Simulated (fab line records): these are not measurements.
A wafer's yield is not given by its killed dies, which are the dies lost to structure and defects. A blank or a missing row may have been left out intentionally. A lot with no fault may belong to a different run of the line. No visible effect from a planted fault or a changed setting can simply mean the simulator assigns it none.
What tool caused it? | flow n5-finfet | 33 wafers from 11 lots sampled at 2 of the route's 1938 steps

== WHAT THE GAUGES READ, wafer by wafer ==
N5_PASSIVATION_CD_MEAS_30: target cd 4000 nm. Usual: cd-nm 3999.4 nm, standard deviation 1.8.
lot  | measured     | on        | cd-nm (nm)           | flag
L360 | day 12 00:48 | cd-sem-01 | 3999.6 3998.1 3996.3 |
L364 | day 13 09:15 | cd-sem-02 | 3996.6 4001.1 4000.6 |
L365 | day 13 08:55 | cd-sem-02 | 4000.8 4000.2 4003.4 |
L366 | day 14 10:37 | cd-sem-03 | 3998.8 3999.3 3999.6 |
L368 | day 14 15:05 | cd-sem-02 | 3997.9 4001.0 3998.2 |
L370 | day 15 00:58 | cd-sem-01 | 3998.6 3998.0 3998.4 |
L369 | day 15 10:35 | cd-sem-01 | 4001.9 4000.9 3998.6 |
L372 | day 15 13:29 | cd-sem-01 | 3999.0 3997.4 4000.2 |
L375 | day 16 00:07 | cd-sem-01 | 4003.9 3999.9 4001.1 |
L382 | day 18 10:44 | cd-sem-01 | 3997.8 4001.3 3998.0 |
L383 | day 18 11:19 | cd-sem-02 | 4000.2 3999.9 3998.7 |

== EACH LOT AND THE TOOL THAT RAN IT (in order: tool; ch and the chambers of the sampled wafers; start) ==
lot  | N5_BEOL_M2_PRE_CLEAN_45
L360 | pvd-sputter-03, day 7 01:31
L364 | pvd-sputter-02, day 7 23:41
L365 | pvd-sputter-02, day 8 04:11
L366 | pvd-sputter-01, day 9 04:08
L368 | pvd-sputter-02, day 9 12:02
L370 | pvd-sputter-01, day 9 15:23
L369 | pvd-sputter-02, day 9 20:44
L372 | pvd-sputter-01, day 10 00:50
L375 | pvd-sputter-01, day 10 12:59
L382 | pvd-sputter-02, day 12 20:22
L383 | pvd-sputter-02, day 13 09:05
- N5_BEOL_M2_PRE_CLEAN_45: time 30 s.

== WHAT THE TOOLS THEMSELVES READ (means of the sampled wafers that have a number; where no wafer has one, the mark that the record gives instead) ==
N5_BEOL_M2_PRE_CLEAN_45. Usual: heater-power-w 323 W, standard deviation 18.
lot  | tool           | heater-power-w (W) | flag
L360 | pvd-sputter-03 | 333                |
L364 | pvd-sputter-02 | 326                |
L365 | pvd-sputter-02 | 332                |
L366 | pvd-sputter-01 | 304                |
L368 | pvd-sputter-02 | 336                |
L370 | pvd-sputter-01 | 305                |
L369 | pvd-sputter-02 | 329                |
L372 | pvd-sputter-01 | 305                |
L375 | pvd-sputter-01 | 309                |
L382 | pvd-sputter-02 | 330                |
L383 | pvd-sputter-02 | 325                |

== THE ANSWER, worked out from the rows above alone ==
Rule: take the mean of a lot's wafers that have a number; if it is more than 3 standard deviations from the usual mean, the lot is off. A lot without any number at a reading at which 4 lots or more have one is off too. Where the step has rows for the other lots, those lots are counted as sound. Order of review: gauges by route order, followed by the tools' own readings, for which a lot's mean as printed above is used. The first step at which some lot is off is used, and at that step the reading that is off furthest; a lot without a number counts as furthest.
Across all readings shown, no lot is off: no conclusion can be drawn from this.

== WHAT THE SIMULATOR PUT IN ==
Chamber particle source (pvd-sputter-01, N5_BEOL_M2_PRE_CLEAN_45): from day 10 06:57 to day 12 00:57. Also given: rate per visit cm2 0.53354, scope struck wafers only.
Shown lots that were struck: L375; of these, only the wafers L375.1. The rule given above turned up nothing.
